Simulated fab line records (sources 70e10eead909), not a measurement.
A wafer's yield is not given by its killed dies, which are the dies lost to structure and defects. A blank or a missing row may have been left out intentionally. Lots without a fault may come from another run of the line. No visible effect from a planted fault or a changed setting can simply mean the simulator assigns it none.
Chamber matching    flow nand harc    rie diel-11 running NHARC_P_BONDPAD_DESCUM_11: 4 sister chambers
The step chemistry O2, time 3 s. 4 wafers are shown with their chamber, then 12 later ones without.

EACH WAFER AND ITS CHAMBER
wafer   chamber  oes product au (a.u.)
L083.1  1        0.999
L087.3  2        0.984
L088.3  3        0.981
L088.4  0        1.001

WAFERS MISSING THEIR CHAMBER
wafer   oes product au (a.u.)
L090.1  0.978
L090.3  0.989
L090.4  1.003
L092.1  0.991
L092.2  0.994
L092.5  0.986
L094.1  1.001
L094.2  0.990
L094.5  1.006
L096.2  0.988
L096.3  0.993
L096.4  0.991

EACH ONE'S CHAMBER
wafer   from the rows above                in truth
L090.1  can't be placed: 3 or 2            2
L090.3  can't be placed: 2 or 3 or 1 or 0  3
L090.4  can't be placed: 0 or 1            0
L092.1  can't be placed: 2 or 1 or 0 or 3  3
L092.2  can't be placed: 1 or 0 or 2 or 3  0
L092.5  can't be placed: 2 or 3            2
L094.1  can't be placed: 0 or 1            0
L094.2  can't be placed: 2 or 1 or 3 or 0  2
L094.5  can't be placed: 0 or 1            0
L096.2  can't be placed: 2 or 3 or 1 or 0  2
L096.3  can't be placed: 1 or 0 or 2 or 3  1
L096.4  can't be placed: 2 or 1 or 0 or 3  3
Correctly placed: 0 of 12. From these rows, 12 cannot be placed; in 12 the true chamber is one of the candidates. Placed wrongly: 0.
How it was worked out, from the rows above alone: a wafer's distance from a chamber is the root of the sum, over the readings, of the square of ((its reading less the chamber's mean) divided by the reading's scatter). If the next closest chamber is less than 2 further off than the closest, the wafer can't be placed; otherwise it belongs to the closest. The mean given for a chamber averages the wafers shown for that chamber. The scatter (one wafer shown for each chamber): square how far every hidden wafer sits from the nearest shown wafer, average those squares and take the square root.
